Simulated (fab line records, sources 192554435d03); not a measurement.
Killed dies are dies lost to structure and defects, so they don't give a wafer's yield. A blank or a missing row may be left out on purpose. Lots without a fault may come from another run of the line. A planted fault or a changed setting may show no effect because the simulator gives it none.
Split-lot experiment | flow n5_finfet | 7 lots, 21 wafers read, on a route of 1938 steps

THE SPLIT
At N5_MOL_CONTACT_COAG_ETCH_15 (etches SiNx in CH3F/O2, stops on Si:P, target depth 7 nm), the setting source_w was moved away from the recipe's 395 W on 7 of the 21 wafers read, by -9.3% to +17.0%. The other wafers ran this setting at the recipe's value.

The reading is taken at the split's own step.

THE READING
rf_vpp_V, in V, at N5_MOL_CONTACT_COAG_ETCH_15 (etches SiNx in CH3F/O2, stops on Si:P, target depth 7 nm). Fault-free wafers of this fab line usually give 299 V, standard deviation 3.3 V.

wafer  | tool, chamber at the split | source_w as run, W | against the recipe | rf_vpp_V, V | against lot-mates on the recipe
L075.1 | rie_diel-06, 2             | 395                | recipe             | 298         | -
L075.2 | rie_diel-06, 1             | 395                | recipe             | 298         | -
L075.4 | rie_diel-06, 0             | 395                | recipe             | 291         | -
L079.3 | rie_diel-02, 3             | 416.2              | +5.4%              | 293         | -6
L079.4 | rie_diel-02, 0             | 395                | recipe             | 299         | -
L079.5 | rie_diel-02, 2             | 416.2              | +5.4%              | 296         | -3
L086.2 | rie_diel-02, 0             | 395                | recipe             | 301         | -
L086.4 | rie_diel-02, 0             | 395                | recipe             | 299         | -
L086.6 | rie_diel-02, 3             | 395                | recipe             | 299         | -
L087.3 | rie_diel-06, 3             | 427.4              | +8.2%              | 293         | -5
L087.5 | rie_diel-06, 3             | 427.4              | +8.2%              | 291         | -7
L087.6 | rie_diel-06, 2             | 395                | recipe             | 298         | -
L091.2 | rie_diel-05, 3             | 395                | recipe             | 300         | -
L091.3 | rie_diel-05, 2             | 358.3              | -9.3%              | 314         | +12
L091.4 | rie_diel-05, 1             | 395                | recipe             | 303         | -
L095.1 | rie_diel-05, 3             | 395                | recipe             | 298         | -
L095.4 | rie_diel-05, 1             | 462.1              | +17.0%             | 282         | -18
L095.5 | rie_diel-05, 2             | 395                | recipe             | 301         | -
L096.3 | rie_diel-06, 0             | 395                | recipe             | 292         | -
L096.4 | rie_diel-06, 1             | 395                | recipe             | 302         | -
L096.5 | rie_diel-06, 0             | 461.9              | +16.9%             | 271         | -26

THE FIT
A straight line over all 21 wafers: rf_vpp_V changes by -1.26 V for each +1% of source_w; r = -0.90; the points scatter about the line by 3.7 V.
The same after taking each lot's own level away (the mean of its wafers on the recipe; 21 wafers): -1.2 V for each +1%; r = -0.93; scatter 3 V.
On that fit, the largest move of source_w shifts the reading by 20 V.
The lots' own levels span 295.7 to 301.5 V, that is 1.8 times the standard deviation above.
So the lot-to-lot level changes the slope little: the two slopes agree.
Check: with one of the wafers moved furthest among these (+17.0%) left out of the fit, the line predicts -21.2 V for it against its lot-mates. It came out at -17.5 V against them.
Tool readings at the split's step, against how far the setting was moved: rf_vpp_V r = -0.90.

OTHER SPLITS ON THESE WAFERS
These wafers also went through other splits before the reading. Each is held against what the fit with the lots' levels taken away leaves over:
other split on the same wafers    | wafers away from the commonest value | r with rf_vpp_V (lot level and that fit taken away)
N5_GATE_CUT_EXPOSE_10 dose_mj     | 5                                    | +0.17
N5_GATE_CUT_ETCH_36 cf4_flow_sccm | 8                                    | -0.07

THE FILE'S OWN FIT
rf_vpp_V changes by -1.22 V for each +1% of source_w, r = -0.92.
